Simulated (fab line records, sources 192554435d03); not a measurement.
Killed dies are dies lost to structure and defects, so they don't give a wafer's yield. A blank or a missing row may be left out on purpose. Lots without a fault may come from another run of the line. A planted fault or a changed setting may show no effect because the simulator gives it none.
Chamber matching | flow n5_finfet | N5_BEOL_M6_STRIP_19 on rie_diel-03: 4 sister chambers
The step strips in O2. 8 wafers are shown with their chamber, then 9 later ones without.

WAFERS WITH THEIR CHAMBER
wafer  | chamber | drypump_motor_current_A (A) | showerhead_plenum_p_Torr (Torr)
L075.4 | 3       | 5.2                         | 2.16
L077.4 | 2       | 5.9                         | 2.08
L082.1 | 0       | 6.1                         | 2.06
L082.2 | 3       | 5.2                         | 2.16
L082.3 | 1       | 5.3                         | 2.05
L083.1 | 1       | 5.3                         | 2.05
L083.3 | 2       | 5.8                         | 2.07
L083.4 | 0       | 6.1                         | 2.06

WAFERS WITHOUT THEIR CHAMBER
wafer  | drypump_motor_current_A (A) | showerhead_plenum_p_Torr (Torr)
L087.1 | 6.1                         | 2.05
L087.3 | 5.3                         | 2.05
L087.6 | 5.1                         | 2.15
L088.2 | 5.3                         | 2.05
L088.3 | 6.1                         | 2.05
L088.6 | 6.1                         | 2.05
L092.4 | 5.9                         | 2.07
L092.5 | 5.1                         | 2.15
L092.6 | 5.9                         | 2.07

WHICH CHAMBER EACH WENT THROUGH
wafer  | from the rows above | in truth
L087.1 | 0                   | 0
L087.3 | 1                   | 1
L087.6 | 3                   | 3
L088.2 | 1                   | 1
L088.3 | 0                   | 0
L088.6 | 0                   | 0
L092.4 | 2                   | 2
L092.5 | 3                   | 3
L092.6 | 2                   | 2
Placed correctly: 9 of 9. Can't be placed from these rows: 0. Placed wrongly: 0.
How it was worked out, from the rows above alone: a wafer's distance from a chamber is the root of the sum, over the readings, of the square of ((its reading less the chamber's mean) divided by the reading's scatter). The wafer belongs to the nearest chamber; if the next one is less than 2 further off, it can't be placed. A chamber's mean is the mean of its shown wafers. The scatter: the root of (the sum of the squares of (reading less its chamber's mean) over the shown wafers, divided by (wafers less chambers)).
